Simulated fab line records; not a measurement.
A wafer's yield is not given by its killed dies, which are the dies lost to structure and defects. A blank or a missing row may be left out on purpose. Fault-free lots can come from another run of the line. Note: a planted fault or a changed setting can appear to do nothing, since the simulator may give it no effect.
Problem report, 8D (eight disciplines) form, completed by code | flow nand harc | the parts of the form that need people (team, actions taken, sign-off) are left out

1. WHAT WENT WRONG
At NHARC_A_CHANNEL_HOLE_D2_CD_MEAS_10, cd nm averages 86.6 nm over 6 wafers from 2 lots, while fault-free wafers read 100.1 nm, standard deviation 0.44. Measured from the usual mean, that is -31 standard deviations.
The step: target cd 100 nm.
Seen first at day 19 09:01 on cd sem-01, wafer L264.3. The record has a number at this step for 42 wafers belonging to 14 lots. Rule for "out", or "out of limits": more than 4 standard deviations from the usual mean. The rest of the wafers with a number are treated as sound.

2. WHAT THIS IS AND IS NOT
question                    | is                     | is not
which readings at this step | cd nm                  | -
which lots                  | L264, L266             | L249, L251, L252, L253, L254, L256, L257, L259, L260, L265, L271, L272
which wafers of those lots  | all that have a number | -
read on which gauges        | cd sem-01, cd sem-03   | cd sem-02
when                        | from day 19 09:01      | up to then (27 sound wafers); but 9 sound wafers of L265, L271, L272 came after

3. WHAT RULES OUT EACH SUSPECT
Counting: a tool stays on the suspect list if, at a process step up to the reading, it processed all lots that are out and no sound lot following the first of them.
- ruled out: the gauge at NHARC_A_CHANNEL_HOLE_D2_CD_MEAS_10. The wafers that are out were read on 2 gauges (cd sem-01, cd sem-03).
- arfi scanner-02 at NHARC_A_CHANNEL_HOLE_D2_EXPOSE_07 (exposes mask HOLE D2, target cd 100 nm): kept. Every lot that is out went through it, starting with L264 (day 19 08:53), and after that it ran no sound lot; the last sound lot it ran before then is L260 (day 17 21:23). Its own readings are out on those wafers: exposure dose mJ cm2.
Left after counting: arfi scanner-02 at NHARC_A_CHANNEL_HOLE_D2_EXPOSE_07.

4. THE CAUSE (what the simulator had put in)
Process parameter drift: arfi scanner-02, from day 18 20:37 on, at NHARC_A_CHANNEL_HOLE_D2_EXPOSE_07. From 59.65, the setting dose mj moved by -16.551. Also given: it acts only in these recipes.
The count eliminated every tool but this one.

5. SEQUENCE OF EFFECTS, ordered by route
One row per reading whose mean, taken over the struck wafers that have a number, lies over 3 standard deviations from the usual. Scope: only readings with a usual standard deviation given in the record; hours: median across lots of the time from each lot's start at the first step in this table that gives one to its start at this step; sigmas: change in usual standard deviations.
hours | step                               | reading                           | usual    | on struck wafers | change | sigmas
0     | NHARC_A_CHANNEL_HOLE_D2_EXPOSE_07  | exposure dose mJ cm2              | 59.73    | 44.78            | -14.95 | -88
0     | NHARC_A_CHANNEL_HOLE_D2_CD_MEAS_10 | cd nm                             | 100.1 nm | 86.6             | -13.5  | -31
7     | NHARC_A_CHANNEL_HOLE_D2_CD_MEAS_31 | cd nm                             | 90.0 nm  | 76.3             | -13.7  | -11
7     | NHARC_A_CHANNEL_HOLE_D2_XSEM_32    | bot cd nm                         | 74.5 nm  | 60.8             | -13.7  | -11
267   | NHARC_END_WLT_00                   | VT_DECK2_BOTTOM                   | 0.869    | 0.820            | -0.049 | -5.9
267   | NHARC_END_WLT_00                   | VT_DECK2_BOTTOM_INNER             | 0.871    | 0.822            | -0.049 | -6.5
267   | NHARC_END_WLT_00                   | VT_DECK2_MEDIAN_NEAR_BOTTOM       | 0.871    | 0.825            | -0.046 | -5.5
267   | NHARC_END_WLT_00                   | VT_DECK2_MEDIAN_NEAR_BOTTOM_INNER | 0.871    | 0.826            | -0.045 | -5.7
267   | NHARC_END_WLT_00                   | VT_DECK2_MIDDLE                   | 0.884    | 0.841            | -0.043 | -5.8
267   | NHARC_END_WLT_00                   | VT_DECK2_MIDDLE_INNER             | 0.884    | 0.842            | -0.042 | -5.6
267   | NHARC_END_WLT_00                   | VT_DECK2_TOP                      | 0.895    | 0.857            | -0.038 | -5.1
267   | NHARC_END_WLT_00                   | VT_DECK2_TOP_INNER                | 0.895    | 0.860            | -0.035 | -4.5
Its process steps:
- NHARC_A_CHANNEL_HOLE_D2_EXPOSE_07: exposes mask HOLE D2, target cd 100 nm.
- NHARC_A_CHANNEL_HOLE_D2_XSEM_32

6. HOW IT WOULD HAVE BEEN CAUGHT EARLIER
12 hours passed between the start of the fault at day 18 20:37 and the first reading out of limits at a measuring or inspecting step in this record, taken at day 19 09:01.
At NHARC_A_CHANNEL_HOLE_D2_EXPOSE_07, the tool's own readings (exposure dose mJ cm2) were out on each struck wafer the step has a row for, so an alarm limit on them would have fired on the first such wafer.
Lots out: 2; of these, L266 started NHARC_A_CHANNEL_HOLE_D2_EXPOSE_07 on arfi scanner-02 after day 19 09:01. Had the tool been put on hold then, it would have been spared.
